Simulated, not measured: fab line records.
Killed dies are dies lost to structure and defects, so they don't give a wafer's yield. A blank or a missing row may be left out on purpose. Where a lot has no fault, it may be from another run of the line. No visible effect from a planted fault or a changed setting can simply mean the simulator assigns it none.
Problem report in the 8D (eight disciplines) form, filled by code || flow nand-harc || the parts of the form that need people (team, actions taken, sign-off) are left out

== 1. PROBLEM STATEMENT ==
NHARC_A_M0_SOFTBAKE_04, heater-power-total-W: mean 207.98 W on 2 wafers (1 lot); fault-free wafers 188.44 W, standard deviation 0.13. So: +99 or more standard deviations from the usual mean.
The step: time 55 s.
Earliest sighting: wafer L316.2 on litho-track-06 at day 28 20:00. At this step, 15 wafers from 5 lots have a number in the record. The rule behind "out" and "out of limits": a value lying over 4 standard deviations away from the usual mean. The rest of the wafers with a number are treated as sound.

== 2. WHAT IT IS; WHAT IT IS NOT ==
{"question": "which readings at this step", "is": "heater-power-total-W", "is not": "-"}
{"question": "which lots", "is": "L316", "is not": "L301, L305, L308, L315"}
{"question": "which wafers of those lots", "is": "L316.2, L316.6", "is not": "L316.3"}
{"question": "read on which tools", "is": "litho-track-06", "is not": "litho-track-01, litho-track-04"}
{"question": "when", "is": "from day 28 20:00", "is not": "up to then (13 sound wafers)"}

== 3. THE SUSPECTS, EACH WITH WHAT RULES IT OUT ==
Counting: a tool at a process step up to the reading stays a suspect if it ran every lot that is out. Sound lots after the first of them don't rule it out here, since some wafers of a struck lot are sound.
- pvd-sputter-01 at NHARC_A_BLC_PVD_32 (deposits Ti, target thk 5 nm, time 17.7 s): kept. It ran the lot that is out, L316 (day 28 19:08). Because NHARC_A_BLC_PVD_32 lacks a start for some lots, the hours and order of its lots are taken from NHARC_A_BLC_ALD_23.
- ald-metal-01 at NHARC_A_BLC_ALD_23 (deposits TiN, target thk 3 nm, pulse time 1 s, ald cycles 150): kept. It processed L316, the lot that is out, at day 28 19:08, and its most recent sound lot before then was L305 at day 24 19:58.
- cvd-w-01 at NHARC_A_BLC_CVD_24 (deposits W, target thk 150 nm, time 434 s): kept. It ran the lot that is out, L316 (day 28 19:55). Because NHARC_A_BLC_CVD_24 lacks a start for some lots, the hours and order of its lots are taken from NHARC_A_BLC_CMP_25.
- cmp-04 at NHARC_A_BLC_CMP_25 (polishes, t overpolish 30 s, target thk 150 nm): kept. It processed L316, the lot that is out, at day 28 19:55, and its most recent sound lot before then was L305 at day 24 20:43.
- litho-track-06 at NHARC_A_M0_SOFTBAKE_04 (time 55 s): kept. It processed L316, the lot that is out, at day 28 20:00, and its most recent sound lot before then was L301 at day 23 08:00. Out on those wafers are its own readings of heater-power-total-W.
- At NHARC_A_BLC_ALD_23 on ald-metal-01, chamber 3 took the sound wafers of the same lots and chamber 1 took the wafers that are out.
- Within cmp-04 at NHARC_A_BLC_CMP_25: the wafers that are out ran in chambers 0, 2; their sound lot-mates ran in chamber 1.
Left after counting: pvd-sputter-01 at NHARC_A_BLC_PVD_32, ald-metal-01 at NHARC_A_BLC_ALD_23, cvd-w-01 at NHARC_A_BLC_CVD_24, cmp-04 at NHARC_A_BLC_CMP_25, litho-track-06 at NHARC_A_M0_SOFTBAKE_04.

== 4. THE CAUSE (what the simulator had put in) ==
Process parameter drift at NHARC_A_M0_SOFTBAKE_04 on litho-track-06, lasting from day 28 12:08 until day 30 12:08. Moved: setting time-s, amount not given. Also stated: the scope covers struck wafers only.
5 suspects survive the count, and this tool is in that group.

== 5. SEQUENCE OF EFFECTS, ordered by route ==
Each row: a reading where the mean over the struck wafers with a number is more than 3 standard deviations away from the usual. Readings are gone through only where the record gives a usual standard deviation; hours: the median, over the lots, of the time from a lot's start at the first step in this table giving one to that lot's start at this step; sigmas: the change measured in usual standard deviations.
{"hours": 0, "step": "NHARC_A_M0_SOFTBAKE_04", "reading": "heater-power-total-W", "usual": "188.44 W", "on struck wafers": 207.98, "change": "+19.54", "sigmas": "+99 or more"}
Process steps it contains:
- NHARC_A_M0_SOFTBAKE_04: time 55 s.
At these later measuring or inspecting steps, every struck wafer for which the step has a row has a number for every such reading, and none has moved that far: NHARC_END_SORT_01.

== 6. WHAT WOULD HAVE CAUGHT IT SOONER ==
The fault began at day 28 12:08; the first out-of-limits reading in this record came at day 28 20:00, 8 hours later.
